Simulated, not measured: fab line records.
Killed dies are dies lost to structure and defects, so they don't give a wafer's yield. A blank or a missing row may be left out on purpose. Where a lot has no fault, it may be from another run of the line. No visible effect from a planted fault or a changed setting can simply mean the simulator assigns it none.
Chamber matching | flow n5Finfet | N5_FIN_SAQP_ETCH_67 on rieDiel-04: 4 sister chambers
The step etches SiNx in CH3F/O2, target depth 30 nm. 4 wafers are shown with their chamber, then 10 later ones without.

EACH WAFER AND ITS CHAMBER
wafer  | chamber | drypumpMotorCurrentA (A)
L086.4 | 0       | 6.7
L087.1 | 2       | 5.7
L090.1 | 3       | 6.2
L090.2 | 1       | 5.8

WAFERS WITH NO CHAMBER GIVEN
wafer  | drypumpMotorCurrentA (A)
L090.5 | 5.6
L094.1 | 6.7
L094.4 | 5.9
L094.6 | 5.7
L095.1 | 6.2
L095.3 | 5.7
L095.4 | 6.7
L097.2 | 6.2
L097.5 | 6.2
L097.6 | 6.7

WHICH CHAMBER EACH ONE RAN IN
wafer  | from the rows above | in truth
L090.5 | 2                   | 2
L094.1 | 0                   | 0
L094.4 | 1                   | 1
L094.6 | 2                   | 2
L095.1 | 3                   | 3
L095.3 | 2                   | 2
L095.4 | 0                   | 0
L097.2 | 3                   | 3
L097.5 | 3                   | 3
L097.6 | 0                   | 0
Correct placement for 10 of the 10. Number that these rows cannot place: 0. 0 placed wrongly.
How it was worked out, from the rows above alone: a wafer's distance from a chamber is the root of the sum, over the readings, of the square of ((its reading less the chamber's mean) divided by the reading's scatter). The wafer belongs to the nearest chamber; if the next one is less than 2 further off, it can't be placed. The mean given for a chamber averages the wafers shown for that chamber. The scatter: with one shown wafer a chamber, the root of the mean of the squares of how far each hidden wafer lies from its nearest shown one.
